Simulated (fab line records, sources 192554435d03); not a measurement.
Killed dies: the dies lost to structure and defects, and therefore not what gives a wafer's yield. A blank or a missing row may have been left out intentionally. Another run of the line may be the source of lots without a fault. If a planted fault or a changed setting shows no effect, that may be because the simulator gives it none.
What tool caused it? || flow n5-finfet || 22 lots, 66 wafers sampled, at 2 steps of a route of 1938

WHAT THE GAUGES READ, wafer by wafer
N5_BEOL_M0_CUTY_CD_MEAS_57 targets a cd of 200 nm.
{"lot": "L074", "measured": "day 5 19:06", "on": "cd-sem-02", "cd-nm (nm)": "200.8 201.2 200.4"}
{"lot": "L075", "measured": "day 5 23:45", "on": "cd-sem-03", "cd-nm (nm)": "200.4 200.7 201.3"}
{"lot": "L076", "measured": "day 6 06:28", "on": "cd-sem-03", "cd-nm (nm)": "200.3 201.2 200.8"}
{"lot": "L077", "measured": "day 6 13:23", "on": "cd-sem-03", "cd-nm (nm)": "201.6 201.4 201.1"}
{"lot": "L078", "measured": "day 6 16:49", "on": "cd-sem-03", "cd-nm (nm)": "199.5 200.0 200.3"}
{"lot": "L080", "measured": "day 7 10:03", "on": "cd-sem-03", "cd-nm (nm)": "199.8 199.4 199.1"}
{"lot": "L081", "measured": "day 7 13:53", "on": "cd-sem-03", "cd-nm (nm)": "200.3 200.8 201.2"}
{"lot": "L082", "measured": "day 7 17:53", "on": "cd-sem-02", "cd-nm (nm)": "198.7 199.9 199.5"}
{"lot": "L083", "measured": "day 7 22:10", "on": "cd-sem-02", "cd-nm (nm)": "201.2 202.3 200.9"}
{"lot": "L084", "measured": "day 8 08:16", "on": "cd-sem-02", "cd-nm (nm)": "200.0 200.7 201.1"}
{"lot": "L085", "measured": "day 8 10:48", "on": "cd-sem-03", "cd-nm (nm)": "199.6 199.4 199.4"}
{"lot": "L086", "measured": "day 8 21:28", "on": "cd-sem-02", "cd-nm (nm)": "200.5 199.8 201.0"}
{"lot": "L087", "measured": "day 9 02:34", "on": "cd-sem-03", "cd-nm (nm)": "201.6 200.3 199.9"}
{"lot": "L088", "measured": "day 9 05:17", "on": "cd-sem-03", "cd-nm (nm)": "199.3 200.8 200.6"}
{"lot": "L089", "measured": "day 9 18:31", "on": "cd-sem-01", "cd-nm (nm)": "199.8 200.1 199.0"}
{"lot": "L090", "measured": "day 9 18:58", "on": "cd-sem-01", "cd-nm (nm)": "198.4 199.7 200.3"}
{"lot": "L091", "measured": "day 10 02:51", "on": "cd-sem-01", "cd-nm (nm)": "201.6 200.9 200.2"}
{"lot": "L092", "measured": "day 10 06:35", "on": "cd-sem-02", "cd-nm (nm)": "200.6 200.9 200.3"}
{"lot": "L093", "measured": "day 10 11:11", "on": "cd-sem-02", "cd-nm (nm)": "200.9 201.2 200.7"}
{"lot": "L094", "measured": "day 10 15:17", "on": "cd-sem-02", "cd-nm (nm)": "200.4 201.7 201.2"}
{"lot": "L095", "measured": "day 10 20:01", "on": "cd-sem-01", "cd-nm (nm)": "200.7 201.3 200.1"}
{"lot": "L097", "measured": "day 11 17:46", "on": "cd-sem-03", "cd-nm (nm)": "200.3 199.2 199.6"}

EACH LOT AND THE TOOL THAT RAN IT (in order: tool; ch and the chambers of the sampled wafers; start)
{"lot": "L074", "N5_BEOL_M0_SAQP_STRIP_75": "rie-diel-03 ch 0,1,3, day 5 18:50"}
{"lot": "L075", "N5_BEOL_M0_SAQP_STRIP_75": "rie-diel-03 ch 0,1, day 5 23:22"}
{"lot": "L076", "N5_BEOL_M0_SAQP_STRIP_75": "rie-diel-04 ch 2,3, day 6 06:13"}
{"lot": "L077", "N5_BEOL_M0_SAQP_STRIP_75": "rie-diel-03 ch 1,3, day 6 13:07"}
{"lot": "L078", "N5_BEOL_M0_SAQP_STRIP_75": "rie-diel-04 ch 1,3, day 6 16:25"}
{"lot": "L080", "N5_BEOL_M0_SAQP_STRIP_75": "rie-diel-04 ch 0,2,3, day 7 09:39"}
{"lot": "L081", "N5_BEOL_M0_SAQP_STRIP_75": "rie-diel-04 ch 0,2,3, day 7 13:34"}
{"lot": "L082", "N5_BEOL_M0_SAQP_STRIP_75": "rie-diel-03 ch 0,1, day 7 17:29"}
{"lot": "L083", "N5_BEOL_M0_SAQP_STRIP_75": "rie-diel-06 ch 0,2,3, day 7 21:46"}
{"lot": "L084", "N5_BEOL_M0_SAQP_STRIP_75": "rie-diel-03 ch 0,1, day 8 07:59"}
{"lot": "L085", "N5_BEOL_M0_SAQP_STRIP_75": "rie-diel-06 ch 0,2,3, day 8 10:25"}
{"lot": "L086", "N5_BEOL_M0_SAQP_STRIP_75": "rie-diel-04 ch 1,2, day 8 21:04"}
{"lot": "L087", "N5_BEOL_M0_SAQP_STRIP_75": "rie-diel-04 ch 0,1,2, day 9 02:19"}
{"lot": "L088", "N5_BEOL_M0_SAQP_STRIP_75": "rie-diel-04 ch 0,3, day 9 04:53"}
{"lot": "L089", "N5_BEOL_M0_SAQP_STRIP_75": "rie-diel-06 ch 0,2,3, day 9 18:07"}
{"lot": "L090", "N5_BEOL_M0_SAQP_STRIP_75": "rie-diel-06 ch 0,2, day 9 18:41"}
{"lot": "L091", "N5_BEOL_M0_SAQP_STRIP_75": "rie-diel-03 ch 0,1,2, day 10 02:28"}
{"lot": "L092", "N5_BEOL_M0_SAQP_STRIP_75": "rie-diel-06 ch 0,1,2, day 10 06:19"}
{"lot": "L093", "N5_BEOL_M0_SAQP_STRIP_75": "rie-diel-03 ch 1,3, day 10 10:47"}
{"lot": "L094", "N5_BEOL_M0_SAQP_STRIP_75": "rie-diel-06 ch 1,3, day 10 14:53"}
{"lot": "L095", "N5_BEOL_M0_SAQP_STRIP_75": "rie-diel-04 ch 0,3, day 10 19:37"}
{"lot": "L097", "N5_BEOL_M0_SAQP_STRIP_75": "rie-diel-03 ch 0,2,3, day 11 17:22"}
- N5_BEOL_M0_SAQP_STRIP_75: strips in CF4.

AS READ BY THE TOOLS THEMSELVES (means over the sampled wafers that have a number; for cases with no such wafer, the mark the record gives instead)
N5_BEOL_M0_SAQP_STRIP_75.
{"lot": "L074", "tool": "rie-diel-03", "drypump-motor-current-A (A)": 6.1, "oes-product-au (a.u.)": 0.166, "rf-vpp-V (V)": 272.6, "showerhead-plenum-p-Torr (Torr)": 1.85, "throttle-valve-pct (%)": 13.75}
{"lot": "L075", "tool": "rie-diel-03", "drypump-motor-current-A (A)": 5.9, "oes-product-au (a.u.)": 0.165, "rf-vpp-V (V)": 272.3, "showerhead-plenum-p-Torr (Torr)": 1.86, "throttle-valve-pct (%)": 13.82}
{"lot": "L076", "tool": "rie-diel-04", "drypump-motor-current-A (A)": 6.0, "oes-product-au (a.u.)": 0.165, "rf-vpp-V (V)": 272.5, "showerhead-plenum-p-Torr (Torr)": 1.84, "throttle-valve-pct (%)": 13.86}
{"lot": "L077", "tool": "rie-diel-03", "drypump-motor-current-A (A)": 6.1, "oes-product-au (a.u.)": 0.160, "rf-vpp-V (V)": 272.2, "showerhead-plenum-p-Torr (Torr)": 1.84, "throttle-valve-pct (%)": 13.67}
{"lot": "L078", "tool": "rie-diel-04", "drypump-motor-current-A (A)": 5.6, "oes-product-au (a.u.)": 0.174, "rf-vpp-V (V)": 273.4, "showerhead-plenum-p-Torr (Torr)": 1.85, "throttle-valve-pct (%)": 13.74}
{"lot": "L080", "tool": "rie-diel-04", "drypump-motor-current-A (A)": 5.9, "oes-product-au (a.u.)": 0.176, "rf-vpp-V (V)": 272.0, "showerhead-plenum-p-Torr (Torr)": 1.84, "throttle-valve-pct (%)": 13.64}
{"lot": "L081", "tool": "rie-diel-04", "drypump-motor-current-A (A)": 5.9, "oes-product-au (a.u.)": 0.178, "rf-vpp-V (V)": 271.3, "showerhead-plenum-p-Torr (Torr)": 1.84, "throttle-valve-pct (%)": 13.65}
{"lot": "L082", "tool": "rie-diel-03", "drypump-motor-current-A (A)": 5.9, "oes-product-au (a.u.)": 0.161, "rf-vpp-V (V)": 272.6, "showerhead-plenum-p-Torr (Torr)": 1.86, "throttle-valve-pct (%)": 13.86}
{"lot": "L083", "tool": "rie-diel-06", "drypump-motor-current-A (A)": 5.6, "oes-product-au (a.u.)": 0.170, "rf-vpp-V (V)": 269.1, "showerhead-plenum-p-Torr (Torr)": 1.75, "throttle-valve-pct (%)": 13.81}
{"lot": "L084", "tool": "rie-diel-03", "drypump-motor-current-A (A)": 5.9, "oes-product-au (a.u.)": 0.161, "rf-vpp-V (V)": 271.3, "showerhead-plenum-p-Torr (Torr)": 1.85, "throttle-valve-pct (%)": 13.87}
{"lot": "L085", "tool": "rie-diel-06", "drypump-motor-current-A (A)": 5.6, "oes-product-au (a.u.)": 0.176, "rf-vpp-V (V)": 270.8, "showerhead-plenum-p-Torr (Torr)": 1.75, "throttle-valve-pct (%)": 13.82}
{"lot": "L086", "tool": "rie-diel-04", "drypump-motor-current-A (A)": 6.3, "oes-product-au (a.u.)": 0.167, "rf-vpp-V (V)": 272.8, "showerhead-plenum-p-Torr (Torr)": 1.84, "throttle-valve-pct (%)": 13.65}
{"lot": "L087", "tool": "rie-diel-04", "drypump-motor-current-A (A)": 6.3, "oes-product-au (a.u.)": 0.175, "rf-vpp-V (V)": 272.3, "showerhead-plenum-p-Torr (Torr)": 1.83, "throttle-valve-pct (%)": 13.54}
{"lot": "L088", "tool": "rie-diel-04", "drypump-motor-current-A (A)": 5.8, "oes-product-au (a.u.)": 0.191, "rf-vpp-V (V)": 271.9, "showerhead-plenum-p-Torr (Torr)": 1.83, "throttle-valve-pct (%)": 13.44}
{"lot": "L089", "tool": "rie-diel-06", "drypump-motor-current-A (A)": 5.6, "oes-product-au (a.u.)": 0.174, "rf-vpp-V (V)": 269.7, "showerhead-plenum-p-Torr (Torr)": 1.75, "throttle-valve-pct (%)": 13.84}
{"lot": "L090", "tool": "rie-diel-06", "drypump-motor-current-A (A)": 5.5, "oes-product-au (a.u.)": 0.176, "rf-vpp-V (V)": 269.8, "showerhead-plenum-p-Torr (Torr)": 1.76, "throttle-valve-pct (%)": 13.69}
{"lot": "L091", "tool": "rie-diel-03", "drypump-motor-current-A (A)": 5.9, "oes-product-au (a.u.)": 0.169, "rf-vpp-V (V)": 271.5, "showerhead-plenum-p-Torr (Torr)": 1.81, "throttle-valve-pct (%)": 13.73}
{"lot": "L092", "tool": "rie-diel-06", "drypump-motor-current-A (A)": 5.4, "oes-product-au (a.u.)": 0.174, "rf-vpp-V (V)": 271.8, "showerhead-plenum-p-Torr (Torr)": 1.77, "throttle-valve-pct (%)": 13.73}
{"lot": "L093", "tool": "rie-diel-03", "drypump-motor-current-A (A)": 5.9, "oes-product-au (a.u.)": 0.175, "rf-vpp-V (V)": 271.7, "showerhead-plenum-p-Torr (Torr)": 1.85, "throttle-valve-pct (%)": 13.59}
{"lot": "L094", "tool": "rie-diel-06", "drypump-motor-current-A (A)": 5.8, "oes-product-au (a.u.)": 0.165, "rf-vpp-V (V)": 270.3, "showerhead-plenum-p-Torr (Torr)": 1.73, "throttle-valve-pct (%)": 13.83}
{"lot": "L095", "tool": "rie-diel-04", "drypump-motor-current-A (A)": 5.6, "oes-product-au (a.u.)": 0.178, "rf-vpp-V (V)": 272.4, "showerhead-plenum-p-Torr (Torr)": 1.83, "throttle-valve-pct (%)": 13.70}
{"lot": "L097", "tool": "rie-diel-03", "drypump-motor-current-A (A)": 6.1, "oes-product-au (a.u.)": 0.207, "rf-vpp-V (V)": 271.1, "showerhead-plenum-p-Torr (Torr)": 1.79, "throttle-valve-pct (%)": 13.29}

THE ANSWER, worked out from the rows above alone
Rule: the lots themselves supply what counts as usual. Put in order of their means at a reading, lots are off if they are a third of the lots or fewer, leave a main group of 4 or more, and stand apart from it by a gap of 3 or more times the standard deviation of the main group's means; of several such gaps the widest counts. Not used: any main group whose means are identical at the precision the tables above print for the reading. Also off: a lot with no number at a reading for which 4 or more lots have one. Where the step has rows for the other lots, those lots are counted as sound. First the gauges in route order, then the tools' own readings, where a lot's mean is used as printed above. The first step at which some lot is off is used, and at that step the reading that is off furthest; a lot without a number counts as furthest.
No lot is off on any of the readings shown, so nothing can be concluded from this.

WHAT WAS PUT IN BY THE SIMULATOR
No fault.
